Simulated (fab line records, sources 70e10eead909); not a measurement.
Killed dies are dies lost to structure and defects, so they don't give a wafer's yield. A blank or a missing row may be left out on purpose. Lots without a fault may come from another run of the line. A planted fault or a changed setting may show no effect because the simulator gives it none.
Which tool did it? | flow nand_harc | 11 lots, 33 wafers sampled, at 5 steps of a route of 1159

WHAT THE GAUGES READ, wafer by wafer
NHARC_END_SORT_01.
lot  | measured     | on        | defect_limited_yield (%)
L626 | day 21 14:41 | prober-02 | 96.5 96.8 95.3
L638 | day 23 15:29 | prober-01 | 94.8 97.0 96.5

WHICH TOOL RAN EACH LOT (tool, then ch and the chambers of the sampled wafers, then the start)
lot  | NHARC_A_CONTACT_ETCH_92            | NHARC_A_BLC_DESCUM_15              | NHARC_A_BLC_ETCH_18                           | NHARC_A_M0_DEP_00
L623 | rie_diel-06 ch 0,1,2, day 17 13:31 | rie_diel-12 ch 0,2,3, day 17 20:57 | rie_diel-12 ch 0,2,3, day 18 00:02 or earlier | pecvd-04 ch 0,1, day 18 00:02
L624 | rie_diel-10 ch 0,3, day 18 00:10   | rie_diel-12 ch 0,1,2, day 18 04:05 | rie_diel-12 ch 0,2, day 18 07:34 or earlier   | pecvd-02 ch 0,2, day 18 07:34
L627 | rie_diel-03 ch 0,1,2, day 18 12:49 | rie_diel-02 ch 1,2,3, day 18 18:51 | rie_diel-02 ch 1,2,3, day 18 21:52 or earlier | pecvd-02 ch 0,1,2, day 18 21:52
L626 | rie_diel-03 ch 0,1, day 18 13:55   | rie_diel-12 ch 1,2, day 18 19:37   | rie_diel-12 ch 0,3, day 18 22:46 or earlier   | pecvd-02 ch 0,1,2, day 18 22:46
L631 | rie_diel-06 ch 0,1,2, day 19 22:10 | rie_diel-05 ch 0,1,3, day 20 01:47 | rie_diel-05 ch 0,2,3, day 20 09:35 or earlier | pecvd-04 ch 0,2, day 20 09:35
L632 | rie_diel-10 ch 0,2,3, day 20 06:26 | rie_diel-12 ch 0,1,2, day 20 10:59 | rie_diel-12 ch 0,1,2, day 20 15:47 or earlier | pecvd-01 ch 0,1, day 20 15:47
L634 | rie_diel-10 ch 0,1, day 20 16:05   | rie_diel-12 ch 0,1,2, day 20 19:50 | rie_diel-12 ch 0,1, day 20 23:20 or earlier   | pecvd-02 ch 0,1, day 20 23:20
L636 | rie_diel-03 ch 0,1,3, day 21 07:17 | rie_diel-02 ch 2,3, day 21 16:01   | rie_diel-02 ch 0,1, day 21 19:03 or earlier   | pecvd-01 ch 0,1, day 21 19:03
L638 | rie_diel-06 ch 2,3, day 21 13:16   | rie_diel-12 ch 2,3, day 21 17:48   | rie_diel-12 ch 2,3, day 21 20:52 or earlier   | pecvd-04 ch 0,2, day 21 20:52
L641 | rie_diel-03 ch 1,2, day 22 13:04   | rie_diel-12 ch 1,2,3, day 22 16:28 | rie_diel-12 ch 0,1,3, day 22 19:31 or earlier | pecvd-04 ch 0,1,2, day 22 19:31
L642 | rie_diel-10 ch 2,3, day 22 13:40   | rie_diel-02 ch 0,1,2, day 22 17:15 | rie_diel-02 ch 1,2,3, day 22 23:23 or earlier | pecvd-04 ch 0,1,2, day 22 23:23
- NHARC_A_CONTACT_ETCH_92: etches the open film in CH3F/O2, target depth 40 nm, time 85.7 s.
- NHARC_A_BLC_DESCUM_15: chemistry O2, time 3 s.
- NHARC_A_BLC_ETCH_18: etches the open film in C4F8/O2/Ar, target depth 910 nm.
- NHARC_A_M0_DEP_00: deposits SiOC, target thk 150 nm.

THE ANSWER, worked out from the rows above alone
Rule: what is usual is taken from the lots themselves. Put in order of their means at a reading, lots are off if they are a third of the lots or fewer, leave a main group of 4 or more, and stand apart from it by a gap of 3 or more times the standard deviation of the main group's means; of several such gaps the widest counts. A main group whose means are all the same, to the digits that the tables above print for the reading, isn't used. A lot without any number at a reading at which 4 lots or more have one is off too. The other lots that the step has rows for count as sound.
No lot is off at any reading shown: from this, nothing can be told.

WHAT THE SIMULATOR HAD PUT IN
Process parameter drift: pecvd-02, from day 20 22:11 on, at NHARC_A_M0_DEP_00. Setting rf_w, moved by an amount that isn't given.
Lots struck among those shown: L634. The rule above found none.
